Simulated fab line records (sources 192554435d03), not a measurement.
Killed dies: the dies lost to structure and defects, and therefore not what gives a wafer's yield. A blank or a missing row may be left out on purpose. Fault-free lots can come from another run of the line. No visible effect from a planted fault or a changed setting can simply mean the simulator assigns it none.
Matching of chambers + flow n5_finfet + 3 sister chambers for N5_BEOL_M7_CURE_75 on uv_cure-03
The step cures SiCOH lowk, time 120 s. 3 wafers are shown with their chamber, then 12 later ones without.

== WAFERS, EACH WITH ITS CHAMBER ==
| wafer  | chamber | wafer_temp_C_max |
|--------|---------|------------------|
| L082.6 | 1       | 371.1            |
| L085.4 | 2       | 373.0            |
| L086.5 | 0       | 371.9            |

== WAFERS WITH NO CHAMBER GIVEN ==
| wafer  | wafer_temp_C_max |
|--------|------------------|
| L091.1 | 370.9            |
| L091.3 | 370.8            |
| L091.6 | 371.2            |
| L092.1 | 373.6            |
| L092.4 | 373.0            |
| L092.6 | 371.7            |
| L094.1 | 370.8            |
| L094.2 | 371.1            |
| L094.5 | 371.2            |
| L096.1 | 372.2            |
| L096.2 | 372.5            |
| L096.6 | 372.1            |

== THE CHAMBER EACH PASSED THROUGH ==
| wafer  | from the rows above     | in truth                   |
|--------|-------------------------|----------------------------|
| L091.1 | 1                       | 1                          |
| L091.3 | 1                       | 1                          |
| L091.6 | 1                       | 1                          |
| L092.1 | 2                       | 2                          |
| L092.4 | 2                       | 2                          |
| L092.6 | can't be placed: 0 or 1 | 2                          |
| L094.1 | 1                       | 1                          |
| L094.2 | 1                       | 1                          |
| L094.5 | 1                       | 1                          |
| L096.1 | can't be placed: 0 or 2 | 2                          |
| L096.2 | can't be placed: 2 or 0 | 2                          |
| L096.6 | 0                       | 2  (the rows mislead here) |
Correctly placed: 8 of 12. Can't be placed from these rows: 3 (the true chamber is among the candidates in 2). Placed wrongly: 1.
How it was worked out, from the rows above alone: a wafer's distance from a chamber is the root of the sum, over the readings, of the square of ((its reading less the chamber's mean) divided by the reading's scatter). The wafer belongs to the nearest chamber; if the next one is less than 2 further off, it can't be placed. The mean given for a chamber averages the wafers shown for that chamber. The scatter: root of mean squared gap, hidden wafer to nearest shown wafer, with one shown wafer a chamber.
